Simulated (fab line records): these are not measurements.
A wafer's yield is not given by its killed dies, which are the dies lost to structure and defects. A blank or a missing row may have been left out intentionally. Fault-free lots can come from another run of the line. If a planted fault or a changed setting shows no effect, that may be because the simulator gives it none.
Chamber matching | flow n5-finfet | 4 sister chambers for N5_BEOL_M1_ALD_84 on ald-metal-03
The step deposits TaN, pulse time 2 s, purge time 3 s, co reactant purge time 2 s. 8 wafers are shown with their chamber, then 11 later ones without.

WAFERS PAIRED WITH THEIR CHAMBERS
wafer  | chamber | heater-power-w (W)
L077.3 | 1       | 433
L077.6 | 1       | 436
L083.3 | 2       | 449
L084.6 | 3       | 356
L085.3 | 0       | 350
L085.5 | 2       | 457
L085.6 | 3       | 356
L086.1 | 0       | 370

WAFERS WITH NO CHAMBER GIVEN
wafer  | heater-power-w (W)
L086.3 | 449
L086.4 | 360
L087.3 | 427
L087.4 | 454
L087.5 | 444
L089.2 | 363
L089.4 | 448
L089.5 | 462
L093.2 | 357
L093.4 | 466
L093.6 | 358

CHAMBER TAKEN BY EACH
wafer  | from the rows above     | in truth
L086.3 | can't be placed: 2 or 1 | 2
L086.4 | can't be placed: 0 or 3 | 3
L087.3 | 1                       | 1
L087.4 | 2                       | 2
L087.5 | can't be placed: 2 or 1 | 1
L089.2 | can't be placed: 0 or 3 | 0
L089.4 | can't be placed: 2 or 1 | 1
L089.5 | 2                       | 2
L093.2 | can't be placed: 3 or 0 | 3
L093.4 | 2                       | 2
L093.6 | can't be placed: 0 or 3 | 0
Correct placement for 4 of the 11. From these rows, 7 cannot be placed; in 7 the true chamber is one of the candidates. Number placed wrongly: 0.
How it was worked out, from the rows above alone: a wafer's distance from a chamber is the root of the sum, over the readings, of the square of ((its reading less the chamber's mean) divided by the reading's scatter). The wafer belongs to the nearest chamber; if the next one is less than 2 further off, it can't be placed. The mean given for a chamber averages the wafers shown for that chamber. The scatter is the square root of a quotient: the sum, over the shown wafers, of each reading's squared deviation from its chamber's mean, divided by wafers minus chambers.
